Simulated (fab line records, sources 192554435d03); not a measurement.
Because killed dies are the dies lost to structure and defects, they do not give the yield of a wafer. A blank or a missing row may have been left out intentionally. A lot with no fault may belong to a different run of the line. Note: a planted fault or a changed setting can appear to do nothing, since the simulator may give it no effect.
Matching of chambers || flow n5_finfet || N5_BEOL_M3_DEP_57 on pecvd-02 has 3 sister chambers
The step deposits SiCN from 3MS/NH3, target thk 8 nm, time 14 s. 3 wafers are shown with their chamber, then 8 later ones without.

== WAFERS PAIRED WITH THEIR CHAMBERS ==
{"wafer": "L081.1", "chamber": 2, "showerhead_plenum_p_Torr (Torr)": 3.658}
{"wafer": "L081.3", "chamber": 1, "showerhead_plenum_p_Torr (Torr)": 3.662}
{"wafer": "L081.4", "chamber": 0, "showerhead_plenum_p_Torr (Torr)": 3.698}

== WAFERS WITH NO CHAMBER GIVEN ==
{"wafer": "L081.5", "showerhead_plenum_p_Torr (Torr)": 3.653}
{"wafer": "L081.6", "showerhead_plenum_p_Torr (Torr)": 3.674}
{"wafer": "L083.1", "showerhead_plenum_p_Torr (Torr)": 3.655}
{"wafer": "L083.4", "showerhead_plenum_p_Torr (Torr)": 3.662}
{"wafer": "L083.6", "showerhead_plenum_p_Torr (Torr)": 3.697}
{"wafer": "L092.1", "showerhead_plenum_p_Torr (Torr)": 3.666}
{"wafer": "L092.2", "showerhead_plenum_p_Torr (Torr)": 3.654}
{"wafer": "L092.5", "showerhead_plenum_p_Torr (Torr)": 3.665}

== WHICH CHAMBER EACH ONE RAN IN ==
{"wafer": "L081.5", "from the rows above": "can't be placed: 2 or 1", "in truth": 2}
{"wafer": "L081.6", "from the rows above": "can't be placed: 1 or 2", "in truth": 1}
{"wafer": "L083.1", "from the rows above": "can't be placed: 2 or 1", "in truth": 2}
{"wafer": "L083.4", "from the rows above": "can't be placed: 1 or 2", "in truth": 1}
{"wafer": "L083.6", "from the rows above": 0, "in truth": 0}
{"wafer": "L092.1", "from the rows above": "can't be placed: 1 or 2", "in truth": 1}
{"wafer": "L092.2", "from the rows above": "can't be placed: 2 or 1", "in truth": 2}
{"wafer": "L092.5", "from the rows above": "can't be placed: 1 or 2", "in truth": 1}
Placed correctly: 1 of 8. Not placeable from these rows: 7 (in 7, the candidates include the true chamber). Wrongly placed: 0.
How it was worked out, from the rows above alone: a wafer's distance from a chamber is the root of the sum, over the readings, of the square of ((its reading less the chamber's mean) divided by the reading's scatter). If the next closest chamber is less than 2 further off than the closest, the wafer can't be placed; otherwise it belongs to the closest. The mean given for a chamber averages the wafers shown for that chamber. The scatter (one wafer shown for each chamber): square how far every hidden wafer sits from the nearest shown wafer, average those squares and take the square root.
